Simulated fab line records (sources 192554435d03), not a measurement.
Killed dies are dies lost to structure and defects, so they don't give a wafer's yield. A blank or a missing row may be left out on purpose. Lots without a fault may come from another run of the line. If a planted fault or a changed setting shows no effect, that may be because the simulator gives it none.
Split-lot study	flow n5-finfet	7 lots, 21 wafers read, on a route of 1938 steps

THE SPLIT ITSELF
At N5_BEOL_M6_TRENCH_ETCH_37 (etches SiCOH lowk in C4F6/O2, target depth 94.435 nm, time 31.5 s), the setting bias-w was moved away from the recipe's 185 W on 6 of the 21 wafers read, by +8.6% to +16.0%. For the rest of the wafers, this setting stayed at what the recipe calls for.

The split's own step is where the reading is taken.

THE READING
rf-vpp-V, in V, at N5_BEOL_M6_TRENCH_ETCH_37 (etches SiCOH lowk in C4F6/O2, target depth 94.435 nm, time 31.5 s). Fault-free wafers of this fab line usually give 673 V, standard deviation 10 V.

wafer	tool, chamber at the split	bias-w as run, W	against the recipe	rf-vpp-V, V	against lot-mates on the recipe
L074.1	rie-diel-05, 2	185	recipe	686	-
L074.5	rie-diel-05, 1	185	recipe	691	-
L074.6	rie-diel-05, 2	185	recipe	684	-
L075.2	rie-diel-01, 1	185	recipe	666	-
L075.5	rie-diel-01, 1	185	recipe	667	-
L075.6	rie-diel-01, 0	185	recipe	684	-
L076.3	rie-diel-05, 1	200.9	+8.6%	738	+72
L076.4	rie-diel-05, 3	185	recipe	666	-
L076.5	rie-diel-05, 3	185	recipe	666	-
L083.1	rie-diel-05, 3	185	recipe	665	-
L083.4	rie-diel-05, 0	206	+11.4%	724	+58
L083.5	rie-diel-05, 0	185	recipe	666	-
L091.3	rie-diel-01, 3	214.6	+16.0%	762	no lot-mate on the recipe
L091.4	rie-diel-01, 0	214.6	+16.0%	768	no lot-mate on the recipe
L091.5	rie-diel-01, 3	214.6	+16.0%	759	no lot-mate on the recipe
L094.1	rie-diel-06, 2	213.8	+15.6%	756	+88
L094.2	rie-diel-06, 1	185	recipe	661	-
L094.3	rie-diel-06, 0	185	recipe	676	-
L093.2	rie-diel-06, 1	185	recipe	660	-
L093.3	rie-diel-06, 2	185	recipe	676	-
L093.4	rie-diel-06, 3	185	recipe	663	-

FIT RESULTS
A straight line over all 21 wafers: rf-vpp-V changes by +5.63 V for each +1% of bias-w; r = +0.97; the points scatter about the line by 10 V.
The same after taking each lot's own level away (the mean of its wafers on the recipe; 18 wafers): +5.91 V for each +1%; r = +0.96; scatter 8 V.
That fit puts the effect of the largest move of bias-w on the reading at 95 V.
The lots' own levels span 665.5 to 687.0 V, that is 2.1 times the standard deviation above.
So the lot-to-lot level changes the slope little: the two slopes agree.
Check: with one of the wafers moved furthest among these (+15.6%) left out of the fit, the line predicts +98.4 V for it against its lot-mates. Against them it came out at +87.5 V.
Tool readings at the split's step, against how far the setting was moved: rf-vpp-V r = +0.97.

OTHER SPLITS APPLIED TO THESE WAFERS
Note: prior to the reading, these wafers also went through further splits. Each is held against what the fit with the lots' levels taken away leaves over:
other split on the same wafers	wafers away from the commonest value	r with rf-vpp-V (lot level and that fit taken away)
N5_BEOL_M2_COAT_68 spin-rpm	7	-0.53
N5_BEOL_M4_ETCH_64 bias-w	7	+0.45
N5_BEOL_M4_COAT_22 spin-rpm	6	+0.00
N5_BEOL_M4_DEP_57 time-s	4	+0.19
N5_BEOL_M5_VIA_ETCH_34 bias-w	4	-0.17
N5_BEOL_M5_TRENCH_ETCH_37 bias-w	5	-0.49
N5_BEOL_M6_ETCH_66 source-w	4	-0.43

FILE'S OWN FIT
rf-vpp-V changes by +5.96 V for each +1% of bias-w, r = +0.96.
